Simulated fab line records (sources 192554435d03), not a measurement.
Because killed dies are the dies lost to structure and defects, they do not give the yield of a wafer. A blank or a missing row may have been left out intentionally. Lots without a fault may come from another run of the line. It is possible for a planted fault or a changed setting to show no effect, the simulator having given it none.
The tool behind it: which one? / flow n5-finfet / 27 wafers from 9 lots sampled at 6 of the route's 1938 steps

## WHAT THE GAUGES READ, wafer by wafer
N5_ILD0_THK_MEAS_08.
lot=L290; measured=day 4 00:46; on=film-metro-01; thk-nm (nm)=138.2 137.5 138.0
lot=L292; measured=day 4 14:18; on=film-metro-02; thk-nm (nm)=137.7 138.5 139.1
lot=L294; measured=day 5 08:50; on=film-metro-01; thk-nm (nm)=141.3 139.0 140.5
lot=L295; measured=day 5 09:25; on=film-metro-02; thk-nm (nm)=138.2 138.4 140.7
lot=L296; measured=day 5 20:41; on=film-metro-02; thk-nm (nm)=139.2 141.0 139.4
lot=L298; measured=day 6 04:20; on=film-metro-01; thk-nm (nm)=137.5 138.0 137.2
lot=L301; measured=day 6 21:34; on=film-metro-01; thk-nm (nm)=136.2 138.0 137.6
lot=L305; measured=day 7 19:56; on=film-metro-02; thk-nm (nm)=136.6 137.5 138.5
lot=L309; measured=day 8 19:26; on=film-metro-02; thk-nm (nm)=139.1 138.8 137.0

N5_BEOL_M4_RC_MEAS_101.
lot=L290; measured=day 8 00:55; on=prober-02; DIBL_N (mV/V)=36.3 35.1 32.8; DIBL_P (mV/V)=37.2 36.8 34.1; IOFF_N (nA/um)=0.17 0.15 0.12; IOFF_P (nA/um)=0.21 0.19 0.16; ION_N (uA/um)=675 662 672; ION_P (uA/um)=458 454 463; SS_N (mV/dec)=72.3 71.6 70.7; SS_P (mV/dec)=73.5 73.3 72.1; VT_N (mV)=249 251 253; VT_P (mV)=-252 -252 -255
lot=L292; measured=day 9 00:44; on=prober-01; DIBL_N (mV/V)=32.4 32.1 34.7; DIBL_P (mV/V)=31.1 31.3 33.8; IOFF_N (nA/um)=0.10 0.10 0.13; IOFF_P (nA/um)=0.14 0.14 0.18; ION_N (uA/um)=662 648 674; ION_P (uA/um)=457 454 465; SS_N (mV/dec)=71.0 70.5 71.4; SS_P (mV/dec)=72.7 72.4 74.1; VT_N (mV)=259 260 255; VT_P (mV)=-258 -257 -251
lot=L294; measured=day 9 19:13; on=prober-01; DIBL_N (mV/V)=43.9 41.1 37.2; DIBL_P (mV/V)=43.5 40.2 35.3; IOFF_N (nA/um)=0.29 0.22 0.14; IOFF_P (nA/um)=0.34 0.26 0.19; ION_N (uA/um)=693 687 684; ION_P (uA/um)=471 469 467; SS_N (mV/dec)=72.5 72.6 71.3; SS_P (mV/dec)=75.3 74.2 73.0; VT_N (mV)=245 243 252; VT_P (mV)=-245 -247 -255
lot=L295; measured=day 9 22:17; on=prober-01; DIBL_N (mV/V)=36.5 34.2 35.0; DIBL_P (mV/V)=35.6 34.0 34.3; IOFF_N (nA/um)=0.15 0.13 0.13; IOFF_P (nA/um)=0.20 0.19 0.19; ION_N (uA/um)=672 682 673; ION_P (uA/um)=462 473 465; SS_N (mV/dec)=71.5 70.9 70.7; SS_P (mV/dec)=73.3 72.4 72.6; VT_N (mV)=249 253 251; VT_P (mV)=-249 -250 -249
lot=L296; measured=day 10 03:46; on=prober-01; DIBL_N (mV/V)=35.3 37.6 39.0; DIBL_P (mV/V)=34.6 36.8 39.5; IOFF_N (nA/um)=0.13 0.16 0.21; IOFF_P (nA/um)=0.17 0.20 0.24; ION_N (uA/um)=673 662 684; ION_P (uA/um)=464 450 464; SS_N (mV/dec)=70.8 71.5 72.3; SS_P (mV/dec)=72.6 74.0 74.1; VT_N (mV)=251 252 246; VT_P (mV)=-255 -254 -253
lot=L298; measured=day 10 11:47; on=prober-01; DIBL_N (mV/V)=32.1 37.1 35.9; DIBL_P (mV/V)=32.0 37.1 37.0; IOFF_N (nA/um)=0.11 0.16 0.15; IOFF_P (nA/um)=0.13 0.19 0.20; ION_N (uA/um)=679 687 676; ION_P (uA/um)=457 463 453; SS_N (mV/dec)=70.8 72.5 71.3; SS_P (mV/dec)=71.7 72.6 72.6; VT_N (mV)=251 250 247; VT_P (mV)=-258 -254 -252
lot=L301; measured=day 12 06:40; on=prober-02; DIBL_N (mV/V)=35.7 32.8 36.7; DIBL_P (mV/V)=35.0 31.4 34.7; IOFF_N (nA/um)=0.15 0.11 0.16; IOFF_P (nA/um)=0.19 0.15 0.19; ION_N (uA/um)=671 670 669; ION_P (uA/um)=464 458 457; SS_N (mV/dec)=70.9 70.7 71.8; SS_P (mV/dec)=72.2 72.1 72.8; VT_N (mV)=248 253 249; VT_P (mV)=-250 -254 -250
lot=L305; measured=day 13 07:03; on=prober-02; DIBL_N (mV/V)=37.0 37.4 36.6; DIBL_P (mV/V)=38.5 38.1 36.9; IOFF_N (nA/um)=0.17 0.20 0.17; IOFF_P (nA/um)=0.24 0.23 0.22; ION_N (uA/um)=662 697 687; ION_P (uA/um)=456 478 464; SS_N (mV/dec)=72.0 71.2 70.7; SS_P (mV/dec)=73.5 73.8 72.4; VT_N (mV)=246 243 248; VT_P (mV)=-249 -251 -250
lot=L309; measured=day 13 02:10; on=prober-02; DIBL_N (mV/V)=35.9 32.9 33.8; DIBL_P (mV/V)=36.9 32.5 31.9; IOFF_N (nA/um)=0.17 0.12 0.12; IOFF_P (nA/um)=0.28 0.19 0.18; ION_N (uA/um)=684 663 656; ION_P (uA/um)=476 462 454; SS_N (mV/dec)=71.5 70.3 70.8; SS_P (mV/dec)=74.2 72.6 72.2; VT_N (mV)=249 255 252; VT_P (mV)=-243 -249 -251

## WHAT TOOL EACH LOT RAN ON (gives the tool, then ch and the chambers of the sampled wafers, and finally the start)
lot=L290; N5_SD_EPI_P_ETCH_16=rie-diel-02 ch 0,1, day 3 17:53; N5_SD_EPI_P_STRIP_40=plasma-asher-02 ch 0,1, day 3 18:07; N5_ILD0_FCVD_FILL_01=fcvd-02 ch 0,1, day 3 22:19; N5_ILD0_CMP_03=cmp-03 ch 0,1, day 4 00:08
lot=L292; N5_SD_EPI_P_ETCH_16=rie-diel-02 ch 1,2, day 4 07:23; N5_SD_EPI_P_STRIP_40=plasma-asher-01 ch 0,1, day 4 07:36; N5_ILD0_FCVD_FILL_01=fcvd-01 ch 0,1, day 4 11:43; N5_ILD0_CMP_03=cmp-04 ch 0,2,3, day 4 13:48
lot=L294; N5_SD_EPI_P_ETCH_16=rie-diel-03 ch 0,1,3, day 5 01:49; N5_SD_EPI_P_STRIP_40=plasma-asher-02 ch 0,1, day 5 02:03; N5_ILD0_FCVD_FILL_01=fcvd-01 ch 0,1, day 5 06:17; N5_ILD0_CMP_03=cmp-04 ch 1,2, day 5 08:15
lot=L295; N5_SD_EPI_P_ETCH_16=rie-diel-05 ch 1,2, day 5 01:51; N5_SD_EPI_P_STRIP_40=plasma-asher-01 ch 0,1, day 5 02:04; N5_ILD0_FCVD_FILL_01=fcvd-02 ch 0,1, day 5 06:25; N5_ILD0_CMP_03=cmp-01 ch 1,2,3, day 5 08:50
lot=L296; N5_SD_EPI_P_ETCH_16=rie-diel-05 ch 0,2, day 5 12:59; N5_SD_EPI_P_STRIP_40=plasma-asher-01 ch 0,1, day 5 13:12; N5_ILD0_FCVD_FILL_01=fcvd-01 ch 0, day 5 17:19; N5_ILD0_CMP_03=cmp-04 ch 1,3, day 5 19:52
lot=L298; N5_SD_EPI_P_ETCH_16=rie-diel-02 ch 0,2, day 5 21:20; N5_SD_EPI_P_STRIP_40=plasma-asher-01 ch 0,1, day 5 21:34; N5_ILD0_FCVD_FILL_01=fcvd-02 ch 0,1, day 6 01:53; N5_ILD0_CMP_03=cmp-03 ch 2,3, day 6 03:45
lot=L301; N5_SD_EPI_P_ETCH_16=rie-diel-05 ch 0,1,2, day 6 13:34; N5_SD_EPI_P_STRIP_40=plasma-asher-02 ch 0,1, day 6 13:47; N5_ILD0_FCVD_FILL_01=fcvd-01 ch 0,1, day 6 18:04; N5_ILD0_CMP_03=cmp-04 ch 1,2, day 6 20:34
lot=L305; N5_SD_EPI_P_ETCH_16=rie-diel-03 ch 0,1,2, day 7 11:56; N5_SD_EPI_P_STRIP_40=plasma-asher-02 ch 0,1, day 7 12:20; N5_ILD0_FCVD_FILL_01=fcvd-01 ch 0,1, day 7 16:28; N5_ILD0_CMP_03=cmp-04 ch 0,2, day 7 19:00
lot=L309; N5_SD_EPI_P_ETCH_16=rie-diel-03 ch 0,2,3, day 8 11:41; N5_SD_EPI_P_STRIP_40=plasma-asher-02 ch 0,1, day 8 11:55; N5_ILD0_FCVD_FILL_01=fcvd-02 ch 0,1, day 8 16:50; N5_ILD0_CMP_03=cmp-03 ch 0,1,3, day 8 18:52
- N5_SD_EPI_P_ETCH_16: etches SiO2 in CHF3/O2, target depth 5 nm.
- N5_SD_EPI_P_STRIP_40: strips in N2/H2.
- N5_ILD0_FCVD_FILL_01: material SiO2 flowable, target thk 200 nm, time 328.3 s.
- N5_ILD0_CMP_03: polishes, stops on SiNx, t overpolish 1.9 s, target thk 197.38 nm.

## AS READ BY THE TOOLS THEMSELVES (means over the sampled wafers that have a number; for cases with no such wafer, the mark the record gives instead)
N5_SD_EPI_P_ETCH_16.
lot=L290; tool=rie-diel-02; chamber-pressure-mTorr (mTorr)=30.007; drypump-motor-current-A (A)=5.6; oes-product-au (a.u.)=0.89; rf-vpp-V (V)=532; showerhead-plenum-p-Torr (Torr)=2.36; throttle-valve-pct (%)=18.60
lot=L292; tool=rie-diel-02; chamber-pressure-mTorr (mTorr)=30.007; drypump-motor-current-A (A)=6.2; oes-product-au (a.u.)=0.77; rf-vpp-V (V)=525; showerhead-plenum-p-Torr (Torr)=2.39; throttle-valve-pct (%)=18.87
lot=L294; tool=rie-diel-03; chamber-pressure-mTorr (mTorr)=29.971; drypump-motor-current-A (A)=5.6; oes-product-au (a.u.)=0.81; rf-vpp-V (V)=533; showerhead-plenum-p-Torr (Torr)=2.41; throttle-valve-pct (%)=18.81
lot=L295; tool=rie-diel-05; chamber-pressure-mTorr (mTorr)=30.013; drypump-motor-current-A (A)=5.8; oes-product-au (a.u.)=0.82; rf-vpp-V (V)=510; showerhead-plenum-p-Torr (Torr)=2.45; throttle-valve-pct (%)=18.61
lot=L296; tool=rie-diel-05; chamber-pressure-mTorr (mTorr)=30.010; drypump-motor-current-A (A)=5.8; oes-product-au (a.u.)=0.77; rf-vpp-V (V)=526; showerhead-plenum-p-Torr (Torr)=2.40; throttle-valve-pct (%)=18.79
lot=L298; tool=rie-diel-02; chamber-pressure-mTorr (mTorr)=30.015; drypump-motor-current-A (A)=5.7; oes-product-au (a.u.)=0.86; rf-vpp-V (V)=536; showerhead-plenum-p-Torr (Torr)=2.39; throttle-valve-pct (%)=18.60
lot=L301; tool=rie-diel-05; chamber-pressure-mTorr (mTorr)=30.009; drypump-motor-current-A (A)=5.7; oes-product-au (a.u.)=0.77; rf-vpp-V (V)=520; showerhead-plenum-p-Torr (Torr)=2.43; throttle-valve-pct (%)=18.71
lot=L305; tool=rie-diel-03; chamber-pressure-mTorr (mTorr)=30.000; drypump-motor-current-A (A)=5.3; oes-product-au (a.u.)=0.83; rf-vpp-V (V)=533; showerhead-plenum-p-Torr (Torr)=2.43; throttle-valve-pct (%)=18.80
lot=L309; tool=rie-diel-03; chamber-pressure-mTorr (mTorr)=29.987; drypump-motor-current-A (A)=5.9; oes-product-au (a.u.)=0.79; rf-vpp-V (V)=527; showerhead-plenum-p-Torr (Torr)=2.41; throttle-valve-pct (%)=18.79

N5_SD_EPI_P_STRIP_40.
lot=L290; tool=plasma-asher-02; drypump-motor-current-A (A)=5.6; heater-power-w (W)=387; oes-product-au (a.u.)=0.759; temp-c (C)=249.81
lot=L292; tool=plasma-asher-01; drypump-motor-current-A (A)=5.5; heater-power-w (W)=354; oes-product-au (a.u.)=0.768; temp-c (C)=249.89
lot=L294; tool=plasma-asher-02; drypump-motor-current-A (A)=5.7; heater-power-w (W)=357; oes-product-au (a.u.)=0.761; temp-c (C)=250.08
lot=L295; tool=plasma-asher-01; drypump-motor-current-A (A)=5.5; heater-power-w (W)=351; oes-product-au (a.u.)=0.767; temp-c (C)=249.92
lot=L296; tool=plasma-asher-01; drypump-motor-current-A (A)=5.8; heater-power-w (W)=337; oes-product-au (a.u.)=0.750; temp-c (C)=249.87
lot=L298; tool=plasma-asher-01; drypump-motor-current-A (A)=5.8; heater-power-w (W)=334; oes-product-au (a.u.)=0.758; temp-c (C)=250.06
lot=L301; tool=plasma-asher-02; drypump-motor-current-A (A)=5.6; heater-power-w (W)=382; oes-product-au (a.u.)=0.757; temp-c (C)=249.81
lot=L305; tool=plasma-asher-02; drypump-motor-current-A (A)=5.7; heater-power-w (W)=353; oes-product-au (a.u.)=0.757; temp-c (C)=249.95
lot=L309; tool=plasma-asher-02; drypump-motor-current-A (A)=5.7; heater-power-w (W)=360; oes-product-au (a.u.)=0.764; temp-c (C)=250.00

N5_ILD0_FCVD_FILL_01.
lot=L290; tool=fcvd-02; chamber-pressure-Torr (Torr)=0.7982
lot=L292; tool=fcvd-01; chamber-pressure-Torr (Torr)=0.7996
lot=L294; tool=fcvd-01; chamber-pressure-Torr (Torr)=0.7989
lot=L295; tool=fcvd-02; chamber-pressure-Torr (Torr)=0.8006
lot=L296; tool=fcvd-01; chamber-pressure-Torr (Torr)=0.7987
lot=L298; tool=fcvd-02; chamber-pressure-Torr (Torr)=0.7980
lot=L301; tool=fcvd-01; chamber-pressure-Torr (Torr)=0.7999
lot=L305; tool=fcvd-01; chamber-pressure-Torr (Torr)=0.8000
lot=L309; tool=fcvd-02; chamber-pressure-Torr (Torr)=0.7998

N5_ILD0_CMP_03.
lot=L290; tool=cmp-03; motor-current-A (A)=12.4; overpolish-run-s (s)=1.898; platen-rpm (rpm)=51.80; retaining-ring-pressure-frac=0.999; slurry-flow-ml-min=149.4; time-to-endpoint-s (s)=68
lot=L292; tool=cmp-04; motor-current-A (A)=13.7; overpolish-run-s (s)=1.905; platen-rpm (rpm)=51.77; retaining-ring-pressure-frac=1.002; slurry-flow-ml-min=149.5; time-to-endpoint-s (s)=66
lot=L294; tool=cmp-04; motor-current-A (A)=14.1; overpolish-run-s (s)=1.899; platen-rpm (rpm)=51.86; retaining-ring-pressure-frac=0.996; slurry-flow-ml-min=149.9; time-to-endpoint-s (s)=70
lot=L295; tool=cmp-01; motor-current-A (A)=12.4; overpolish-run-s (s)=1.897; platen-rpm (rpm)=51.79; retaining-ring-pressure-frac=1.002; slurry-flow-ml-min=150.3; time-to-endpoint-s (s)=71
lot=L296; tool=cmp-04; motor-current-A (A)=13.4; overpolish-run-s (s)=1.891; platen-rpm (rpm)=51.82; retaining-ring-pressure-frac=0.998; slurry-flow-ml-min=150.4; time-to-endpoint-s (s)=124
lot=L298; tool=cmp-03; motor-current-A (A)=12.3; overpolish-run-s (s)=1.892; platen-rpm (rpm)=51.80; retaining-ring-pressure-frac=0.999; slurry-flow-ml-min=150.0; time-to-endpoint-s (s)=69
lot=L301; tool=cmp-04; motor-current-A (A)=13.6; overpolish-run-s (s)=1.899; platen-rpm (rpm)=51.76; retaining-ring-pressure-frac=1.001; slurry-flow-ml-min=150.2; time-to-endpoint-s (s)=124
lot=L305; tool=cmp-04; motor-current-A (A)=12.8; overpolish-run-s (s)=1.900; platen-rpm (rpm)=51.77; retaining-ring-pressure-frac=1.000; slurry-flow-ml-min=150.8; time-to-endpoint-s (s)=130
lot=L309; tool=cmp-03; motor-current-A (A)=13.1; overpolish-run-s (s)=1.900; platen-rpm (rpm)=51.81; retaining-ring-pressure-frac=1.000; slurry-flow-ml-min=149.9; time-to-endpoint-s (s)=68

## THE ANSWER, worked out from the rows above alone
Rule: the usual values come from the lots themselves. The widest of any qualifying gaps counts: lots, ordered by their means at a reading, are off when they make up no more than a third of the lots, leave a main group of 4 or more, and stand apart from it by 3 or more times the standard deviation of that group's means. A main group is skipped when, at the precision printed for the reading in the tables above, its means are all equal. Also off: a lot with no number at a reading for which 4 or more lots have one. Where the step has rows for the other lots, those lots are counted as sound. First the gauges in route order, then the tools' own readings, where a lot's mean is used as printed above. At the first step where some lot is off, the reading lying furthest off is the one used; lots without a number count as furthest.
Off, at N5_ILD0_CMP_03 on time-to-endpoint-s: L296, L301, L305. For the main group the mean is 69 s and the standard deviation 1.6.
A tool fits if, at that step or a process step before it, it ran every lot that is off, and no sound lot after the first of them. Can't be told from this: 2 tools fit, fcvd-01 at N5_ILD0_FCVD_FILL_01, cmp-04 at N5_ILD0_CMP_03.

## WHAT THE SIMULATOR PUT IN
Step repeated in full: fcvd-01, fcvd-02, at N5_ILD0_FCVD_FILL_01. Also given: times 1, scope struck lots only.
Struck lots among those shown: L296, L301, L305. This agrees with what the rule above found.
